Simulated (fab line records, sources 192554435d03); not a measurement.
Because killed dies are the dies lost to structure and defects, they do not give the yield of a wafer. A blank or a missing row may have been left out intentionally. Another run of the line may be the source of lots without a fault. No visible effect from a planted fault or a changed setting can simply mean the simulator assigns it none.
fab line records -- flow n5Finfet
record: lots: 10, wafers: 29, lastDay: 17
route steps=1938 shown HKMG_FIN@447 BEOL_M4@1111
lots untouched by any fault: they come from a run of this same line in which no faults occurred
startH: hours from the record's opening day to when the first of the lot's shown wafers began -- waitH: hours from the lot's prior step to this one -- " repeats the value in the row above -- L1.1+2: a row that stands for several wafers -- - either no value or no given start -- * or withheld: withheld -- < > ~ a bound
route shown NAME@n: NAME is a module with steps in the file, n the number in the route of the first one -- usual: the fault-free wafers' mean and standard deviation -- same: alike in all rows -- chamber/n: place in a boat -- sites: each site's reading -- _std_site: standard deviation of those values -- _edge_site: mean of outer sites minus mean of inner sites -- radiusMm: for every site, how far away it sits from the centre of the wafer -- mask NAME#n: copy n -- behind: the most recent tool/chamber to have shaped the wafer -- hold: the reason the lot was held/the length of the hold in hours/how it ended -- device: names the non-switching transistor (n, p or np) -- end of line: tests run on the same wafers once the route is complete -- for a step that has no rows: nothing shown but its recipe -- killed: count of dies lost to structure and defects at first sort (not the wafer's yield) -- map: shows each die of a wafer: x if killed, . if not, _ if none is there
set.NAME: the setting the step ran with; set.NAME@STEP: the setting that earlier step ran with -- model.NAME: the simulator's own value behind a step, which no gauge read
route steps across a sampled set of lots; one table per step, one row per wafer
services: from which hour (startH, from the record's first day; less than 0 if before it) a tool's chamber was out of use, for how many hours, and why
== steps ==
step: N5_HKMG_FIN_STRIP_88
recipe: chemistry: N2/H2, powerW: 2500, tempC: 300, h2Frac: 0.65, timeS: 360, pressureMtorr: withheld, n2FlowSccm: 1750, h2FlowSccm: 3250
usual: drypumpMotorCurrentA: 5.5/0.51, h2FlowSccm: 3250/9.8, heaterPowerW: 428/14, n2FlowSccm: 1750/5
lot.wafer,tool,chamber,startH,waitH,drypumpMotorCurrentA,h2FlowSccm,heaterPowerW,n2FlowSccm,rfHoursCounterH
L696.1,plasmaAsher-01,0,78.12,0.0,5.2,3254,439,1757,86
L696.4,plasmaAsher-01,1,78.12,0.0,5.4,3244,412,1752,-
L696.6,plasmaAsher-01,1,78.12,0.0,5.4,3237,415,1740,-
L698.2,plasmaAsher-01,1,87.16,0.0,5.4,3247,396,1741,88
L698.5,plasmaAsher-01,1,87.16,0.0,5.4,3253,408,1749,-
L698.6,plasmaAsher-01,0,87.16,0.0,5.2,3244,429,1754,-
L699.1,plasmaAsher-02,1,94.44,0.0,6.3,3246,442,1753,42
L699.2,plasmaAsher-02,0,94.44,0.0,5.0,3233,437,1752,42
L699.4,plasmaAsher-02,1,94.44,0.0,6.3,3249,425,1757,-
L700.4,plasmaAsher-01,1,99.29,0.1,5.4,3274,402,1747,-
L700.5,plasmaAsher-01,0,99.29,0.1,5.2,3237,432,1746,-
L700.6,plasmaAsher-01,1,99.29,0.1,5.4,3254,407,1747,-
L701.3,plasmaAsher-01,1,107.63,0.1,5.4,3235,406,1752,-
L701.4,plasmaAsher-01,0,107.63,0.1,5.2,3249,434,1743,-
L701.6,plasmaAsher-01,0,107.63,0.1,5.2,3255,447,1744,-
L712.2,plasmaAsher-02,1,175.08,0.0,6.3,3241,436,1757,60
L712.3,plasmaAsher-02,1,175.08,0.0,6.3,3245,425,1747,-
L712.4,plasmaAsher-02,0,175.08,0.0,5.0,3258,440,1749,-
L713.3,plasmaAsher-02,1,177.08,0.1,6.4,3254,436,1751,-
L713.4,plasmaAsher-02,0,177.08,0.1,5.0,3268,439,1755,-
L713.5,plasmaAsher-02,1,177.08,0.1,6.3,3257,458,1747,-
L714.2,plasmaAsher-01,1,184.64,0.0,5.4,3254,401,1755,105
L714.3,plasmaAsher-01,1,184.64,0.0,5.4,3252,405,1756,-
L714.4,plasmaAsher-01,0,184.64,0.0,5.2,3259,447,1747,-
L717.5,plasmaAsher-01,1,201.56,0.3,5.4,3235,401,1751,-
L717.6,plasmaAsher-01,0,201.56,0.3,5.2,3253,442,1747,-
L718.1,plasmaAsher-02,0,211.42,0.0,5.0,3247,431,1754,68
L718.4,plasmaAsher-02,1,211.42,0.0,6.3,3248,430,1747,-
L718.6,plasmaAsher-02,1,211.42,0.0,6.4,3239,432,1753,-
step: N5_HKMG_FIN_NWFM_ALD_20
recipe: material: TiAlC, targetThkA: 20, tempC: 300, aldPrecursorFamily: TiCl4, aldCoReactant: TEA, pulseTimeS: 3, purgeTimeS: 2, coReactantPurgeTimeS: 2, coReactantPulseTimeS: 10, aldCycles: 7, pressureTorr: 3
usual: aldCycles: 7/0, heaterPowerW: 476/55, precursorPulseHeightRel: 1.002/0.021
same: coReactantPurgeTimeS: 2
lot.wafer,tool,chamber,startH,waitH,aldCycles,heaterPowerW,precursorPulseHeightRel
L696.1,aldMetal-03,2,78.50,0.3,7,519,1.001
L696.4,aldMetal-03,3,78.50,0.3,7,465,0.974
L696.6,aldMetal-03,2,78.50,0.3,7,508,1.027
L698.2,aldMetal-03,3,87.55,0.3,7,487,1.031
L698.5,aldMetal-03,0,87.55,0.3,7,489,1.008
L698.6,aldMetal-03,1,87.55,0.3,7,376,1.026
L699.1,aldMetal-03,1,94.82,0.3,7,384,0.983
L699.2,aldMetal-03,0,94.82,0.3,7,499,1.020
L699.4,aldMetal-03,3,94.82,0.3,7,463,1.011
L700.4,aldMetal-03,3,99.55,0.1,7,489,1.010
L700.5,aldMetal-03,0,99.55,0.1,7,487,0.970
L700.6,aldMetal-03,3,99.55,0.1,7,475,1.005
L701.3,aldMetal-03,0,107.90,0.1,7,494,1.005
L701.4,aldMetal-03,1,107.90,0.1,7,376,1.016
L701.6,aldMetal-03,3,107.90,0.1,7,471,1.008
L712.2,aldMetal-03,2,175.46,0.3,7,503,0.968
L712.3,aldMetal-03,1,175.46,0.3,7,371,0.973
L712.4,aldMetal-03,3,175.46,0.3,7,479,1.007
L713.3,aldMetal-03,1,177.35,0.1,7,384,0.992
L713.4,aldMetal-03,3,177.35,0.1,7,487,1.006
L713.5,aldMetal-03,3,177.35,0.1,7,490,1.010
L714.2,aldMetal-04,1,185.02,0.3,7,422,0.995
L714.3,aldMetal-04,2,185.02,0.3,7,463,1.002
L714.4,aldMetal-04,0,185.02,0.3,7,380,0.999
L717.5,aldMetal-04,0,201.76,0.1,7,388,1.001
L717.6,aldMetal-04,3,201.76,0.1,7,463,0.986
L718.1,aldMetal-03,2,211.81,0.3,7,503,1.000
L718.4,aldMetal-03,1,211.81,0.3,7,385,0.990
L718.6,aldMetal-03,3,211.81,0.3,7,463,0.978
step: N5_HKMG_FIN_ALD_71
recipe: material: TiN, targetThkA: 10, tempC: 400, aldPrecursorFamily: TiCl4, aldCoReactant: NH3, pulseTimeS: 1, purgeTimeS: 3, coReactantPurgeTimeS: 2, coReactantPulseTimeS: 2, aldCycles: 47, pressureTorr: 3
usual: aldCycles: 47/0, heaterPowerW: 856/100, precursorPulseHeightRel: 0.999/0.02
same: coReactantPurgeTimeS: 2
lot.wafer,tool,chamber,startH,waitH,aldCycles,heaterPowerW,precursorPulseHeightRel
L696.1,aldMetal-03,2,78.60,0.0,47,918,1.008
L696.4,aldMetal-03,3,78.60,0.0,47,862,0.971
L696.6,aldMetal-03,2,78.60,0.0,47,920,0.992
L698.2,aldMetal-03,3,87.64,0.0,47,854,1.000
L698.5,aldMetal-03,0,87.64,0.0,47,905,0.978
L698.6,aldMetal-03,1,87.64,0.0,47,680,0.978
L699.1,aldMetal-03,1,94.92,0.0,68,666,0.994
L699.2,aldMetal-03,0,94.92,0.0,68,879,1.027
L699.4,aldMetal-03,3,94.92,0.0,68,856,1.025
L700.4,aldMetal-03,3,99.65,0.0,68,843,0.984
L700.5,aldMetal-03,0,99.65,0.0,68,882,1.023
L700.6,aldMetal-03,3,99.65,0.0,68,861,0.985
L701.3,aldMetal-03,0,108.00,0.0,68,879,0.976
L701.4,aldMetal-03,1,108.00,0.0,68,680,1.049
L701.6,aldMetal-03,3,108.00,0.0,68,854,0.971
L712.2,aldMetal-03,2,175.56,0.0,47,907,1.017
L712.3,aldMetal-03,1,175.56,0.0,47,694,1.030
L712.4,aldMetal-03,3,175.56,0.0,47,871,1.021
L713.3,aldMetal-03,1,177.45,0.0,47,669,1.005
L713.4,aldMetal-03,3,177.45,0.0,47,849,1.005
L713.5,aldMetal-03,3,177.45,0.0,47,869,1.012
L714.2,aldMetal-04,1,185.12,0.0,47,747,0.981
L714.3,aldMetal-04,2,185.12,0.0,47,853,1.002
L714.4,aldMetal-04,0,185.12,0.0,47,713,1.026
L717.5,aldMetal-04,0,201.93,0.1,47,698,0.981
L717.6,aldMetal-04,3,201.93,0.1,47,842,0.978
L718.1,aldMetal-03,2,211.91,0.0,47,936,1.001
L718.4,aldMetal-03,1,211.91,0.0,47,670,1.004
L718.6,aldMetal-03,3,211.91,0.0,47,846,1.011
step: N5_HKMG_FIN_ALD_72
recipe: material: W, targetThkA: 20, tempC: 300, pressureTorr: 7.5, aldPrecursorFamily: WF6, aldCoReactant: B2H6, pulseTimeS: 1, purgeTimeS: 2, coReactantPurgeTimeS: 2, coReactantPulseTimeS: 3, aldCycles: 7
usual: aldCycles: 7/0, heaterPowerW: 465/61, precursorPulseHeightRel: 1.000/0.018
same: coReactantPurgeTimeS: 2
lot.wafer,tool,chamber,startH,waitH,aldCycles,heaterPowerW,precursorPulseHeightRel
L696.1,cvdW-01,1,80.16,0.2,7,524,0.974
L696.4,cvdW-01,1,80.16,0.2,7,510,0.964
L696.6,cvdW-01,1,80.16,0.2,7,518,1.007
L698.2,cvdW-02,1,89.10,0.2,7,390,0.994
L698.5,cvdW-02,1,89.10,0.2,7,392,1.001
L698.6,cvdW-02,0,89.10,0.2,7,435,1.013
L699.1,cvdW-02,0,96.45,0.2,7,413,0.997
L699.2,cvdW-02,1,96.45,0.2,7,390,0.985
L699.4,cvdW-02,1,96.45,0.2,7,390,0.969
L700.4,cvdW-02,1,101.12,0.2,7,404,1.019
L700.5,cvdW-02,0,101.12,0.2,7,415,1.018
L700.6,cvdW-02,1,101.12,0.2,7,393,1.040
L701.3,cvdW-01,1,109.46,0.2,7,522,0.989
L701.4,cvdW-01,0,109.46,0.2,7,537,1.001
L701.6,cvdW-01,1,109.46,0.2,7,521,1.007
L712.2,cvdW-01,0,177.27,0.2,7,546,1.003
L712.3,cvdW-01,0,177.27,0.2,7,532,0.993
L712.4,cvdW-01,1,177.27,0.2,7,526,0.974
L713.3,cvdW-02,1,179.06,0.2,7,392,1.007
L713.4,cvdW-02,0,179.06,0.2,7,423,1.014
L713.5,cvdW-02,0,179.06,0.2,7,428,0.969
L714.2,cvdW-02,1,186.57,0.2,7,389,1.053
L714.3,cvdW-02,0,186.57,0.2,7,430,0.997
L714.4,cvdW-02,1,186.57,0.2,7,395,1.025
L717.5,cvdW-02,1,203.29,0.1,7,396,1.013
L717.6,cvdW-02,0,203.29,0.1,7,429,0.988
L718.1,cvdW-02,0,213.37,0.2,7,426,1.016
L718.4,cvdW-02,1,213.37,0.2,7,401,0.970
L718.6,cvdW-02,1,213.37,0.2,7,406,1.018
step: N5_BEOL_M4_RC_MEAS_101
usual: DIBL_N: 36.6/1.8, DIBL_P: 37.1/2.1, IOFF_N: 0.17/0.033, IOFF_P: 0.23/0.039, ION_N: 681/13, ION_P: 467/8.7, SS_N: 71.6/0.59, SS_P: 73.4/0.63, VT_N: 249/3.4, VT_P: -249/3.7
lot.wafer,tool,chamber,startH,waitH,DIBL_N[mV/V],DIBL_P[mV/V],IOFF_N[nA/um],IOFF_P[nA/um],ION_N[uA/um],ION_P[uA/um],SS_N[mV/dec],SS_P[mV/dec],VT_N[mV],VT_P[mV]
L696.1,prober-01,0,166.57,0.0,38.4,38.5,0.19,0.23,685,469,71.4,74.2,247,-252
L696.4,prober-01,0,166.57,0.0,36.5,36.3,0.15,0.19,692,470,70.9,73.0,249,-253
L696.6,prober-01,0,166.57,0.0,38.5,37.2,0.19,0.20,680,457,72.4,73.7,247,-252
L698.2,prober-01,0,184.07,0.2,38.0,40.2,0.19,0.25,693,471,71.1,73.5,245,-248
L698.5,prober-01,0,184.07,0.2,38.2,38.5,0.18,0.21,672,456,71.4,72.3,249,-251
L698.6,prober-01,0,184.07,0.2,38.5,40.0,0.18,0.24,686,468,71.2,73.1,249,-248
L699.1,prober-01,0,187.13,0.0,35.2,36.8,0.17,0.22,702,475,71.5,72.8,246,-248
L699.2,prober-01,0,187.13,0.0,35.8,37.1,0.17,0.22,672,457,71.5,72.9,250,-248
L699.4,prober-01,0,187.13,0.0,37.4,38.8,0.20,0.24,679,457,72.4,72.8,246,-250
L700.4,prober-01,0,188.52,0.9,35.7,34.3,0.14,0.17,664,457,71.4,73.7,251,-255
L700.5,prober-01,0,188.52,0.9,39.7,39.0,0.22,0.24,688,467,72.0,74.4,246,-251
L700.6,prober-01,0,188.52,0.9,36.5,35.1,0.16,0.18,688,460,71.5,73.4,246,-254
L701.3,prober-01,0,203.14,0.3,32.4,32.3,0.12,0.14,669,452,70.3,72.2,251,-256
L701.4,prober-01,0,203.14,0.3,37.3,37.8,0.20,0.21,693,465,72.4,73.7,244,-251
L701.6,prober-01,0,203.14,0.3,35.6,35.1,0.17,0.17,682,461,72.0,72.6,249,-257
L712.2,prober-02,0,269.04,0.2,38.4,38.3,0.20,0.25,688,467,72.3,74.1,249,-248
L712.3,prober-02,0,269.04,0.2,36.0,36.4,0.16,0.23,664,462,71.3,72.6,253,-250
L712.4,prober-02,0,269.04,0.2,36.4,36.4,0.17,0.23,671,463,72.0,72.9,249,-248
L713.3,prober-01,0,271.44,0.3,35.4,34.9,0.14,0.18,671,463,71.5,72.5,251,-253
L713.4,prober-01,0,271.44,0.3,35.7,35.0,0.15,0.19,667,456,72.1,72.5,251,-252
L713.5,prober-01,0,271.44,0.3,35.4,34.0,0.13,0.17,672,462,71.3,73.2,251,-254
L714.2,prober-01,0,285.85,0.2,41.1,37.9,0.23,0.26,681,464,72.8,73.4,247,-248
L714.3,prober-01,0,285.85,0.2,38.7,36.7,0.17,0.24,688,470,71.3,73.5,252,-248
L714.4,prober-01,0,285.85,0.2,42.3,40.7,0.27,0.31,699,473,72.5,74.0,245,-246
L717.5,prober-01,0,292.24,0.6,41.7,43.4,0.33,0.40,728,499,72.3,75.2,237,-238
L717.6,prober-01,0,292.24,0.6,36.8,36.5,0.17,0.23,681,472,71.1,73.5,248,-248
L718.1,prober-02,0,294.24,0.0,35.8,36.8,0.18,0.26,677,476,71.2,73.4,246,-244
L718.4,prober-02,0,294.24,0.0,35.4,35.9,0.18,0.25,695,483,71.0,73.1,246,-242
L718.6,prober-02,0,294.24,0.0,33.9,34.5,0.15,0.23,699,475,70.7,73.2,250,-242
== services ==
tool,chamber,startH,hours,kind
cvdW-02,-,64.01,6.0,pm
plasmaAsher-01,-,67.45,2.4,repair
cvdW-01,0,68.88,14.3,repair
aldMetal-04,0,68.93,4.2,repair
aldMetal-04,-,102.15,0.8,repair
cvdW-01,-,152.46,0.9,repair
aldMetal-03,-,158.27,0.4,repair
plasmaAsher-01,-,209.03,3.1,repair
== key ==
firstSign: step: N5_HKMG_FIN_ALD_71, reading: aldCycles, direction: up, sigmas: 99+, usual: *, struck: *
effect none on later readings
metAt N5_HKMG_FIN_ALD_71
struckLots L699,L700,L701
notActingAt N5_HKMG_FIN_STRIP_88,N5_HKMG_FIN_NWFM_ALD_20,N5_HKMG_FIN_ALD_72
onsetBetween 87.64 94.92
fault: kind: processParameterDrift, tool: aldMetal-03, chamber: -, onsetH: 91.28, steps: N5_HKMG_FIN_ALD_71, channel: aldCycles, offset: *, shape: step, endH: 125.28, actsIn: *, stated: *
